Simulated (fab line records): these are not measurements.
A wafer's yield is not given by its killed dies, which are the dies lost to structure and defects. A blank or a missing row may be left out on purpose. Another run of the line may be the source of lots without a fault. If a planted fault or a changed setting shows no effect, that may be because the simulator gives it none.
Split-lot study ; flow n5_finfet ; on a route of 1938 steps: 7 lots, 21 wafers read

## THE SPLIT
At N5_BEOL_M0_CUTY_COAT_50 (time 60 s, resist thk 15 nm), the setting spin_rpm was moved away from the recipe's 1500 rpm on 7 of the 21 wafers read, by -8.0% to +10.9%. This setting was run at the recipe's value on the other wafers.

The split's own step is where the reading is taken.

## THE READING
SiARC_of_BEOL_M0_CUTY_COAT_50.thk_nm (the simulator's own value, which no gauge read), in nm, at N5_BEOL_M0_CUTY_COAT_50 (time 60 s, resist thk 15 nm). There is no usual value for it anywhere in the file. Average 15.0 nm, standard deviation 0.052 nm, over the 14 wafers here run with the recipe.

wafer;tool, chamber at the split;spin_rpm as run, rpm;against the recipe;SiARC_of_BEOL_M0_CUTY_COAT_50.thk_nm, nm;against lot-mates on the recipe
L077.1;litho_track-05, 0;1500;recipe;15;-
L077.3;litho_track-05, 0;1664;+10.9%;14.2;-0.8
L077.4;litho_track-05, 0;1664;+10.9%;14.2;-0.8
L080.1;litho_track-05, 0;1500;recipe;15;-
L080.3;litho_track-05, 0;1500;recipe;15;-
L080.4;litho_track-05, 0;1500;recipe;15;-
L082.1;litho_track-05, 0;1500;recipe;15;-
L082.4;litho_track-05, 0;1500;recipe;15;-
L082.6;litho_track-05, 0;1585;+5.7%;14.6;-0.4
L086.2;litho_track-03, 0;1500;recipe;15;-
L086.4;litho_track-03, 0;1500;recipe;15;-
L086.6;litho_track-03, 0;1380;-8.0%;15.6;+0.6
L091.1;litho_track-03, 0;1500;recipe;15;-
L091.2;litho_track-03, 0;1500;recipe;15;-
L091.3;litho_track-03, 0;1500;recipe;15;-
L094.3;litho_track-03, 0;1500;recipe;14.8;-
L094.5;litho_track-03, 0;1655;+10.3%;14.2;-0.6
L094.6;litho_track-03, 0;1655;+10.3%;14.2;-0.6
L095.2;litho_track-01, 0;1500;recipe;15;-
L095.3;litho_track-01, 0;1500;recipe;15;-
L095.6;litho_track-01, 0;1565;+4.3%;14.6;-0.4

FIT RESULTS
A straight line over all 21 wafers: SiARC_of_BEOL_M0_CUTY_COAT_50.thk_nm changes by -0.0744 nm for each +1% of spin_rpm; r = -0.99; the points scatter about the line by 0.049 nm.
The same after taking each lot's own level away (the mean of its wafers on the recipe; 21 wafers): -0.0683 nm for each +1%; r = -0.99; scatter 0.047 nm.
The reading moves by 0.75 nm for the largest change in spin_rpm, on that fit.
The span of the lots' own levels, 14.80 to 15.00 nm, comes to 3.9 times the standard deviation stated above.
The two slopes are in agreement: the lot-to-lot level therefore moves the slope only a little.
Check: with one of the wafers moved furthest among these (+10.9%) left out of the fit, the line predicts -0.73 nm for it against its lot-mates. It came out at -0.8 nm against them.

## OTHER SPLITS APPLIED TO THESE WAFERS
Note: prior to the reading, these wafers also went through further splits. Each is held against what the fit with the lots' levels taken away leaves over:
other split on the same wafers;wafers away from the commonest value;r with SiARC_of_BEOL_M0_CUTY_COAT_50.thk_nm (lot level and that fit taken away)
N5_HKMG_FIN_COAT_06 spin_rpm;7;+0.52
N5_GATE_CUT_ALD_22 ald_cycles;6;+0.23
N5_MOL_CONTACT_COAG_CONTACT_ETCH_14 source_w;8;-0.16
N5_BEOL_M0_SAQP_DESCUM_19 time_s;8;-0.18

## FILE'S OWN FIT
SiARC_of_BEOL_M0_CUTY_COAT_50.thk_nm changes by -0.0696 nm for each +1% of spin_rpm, r = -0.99.
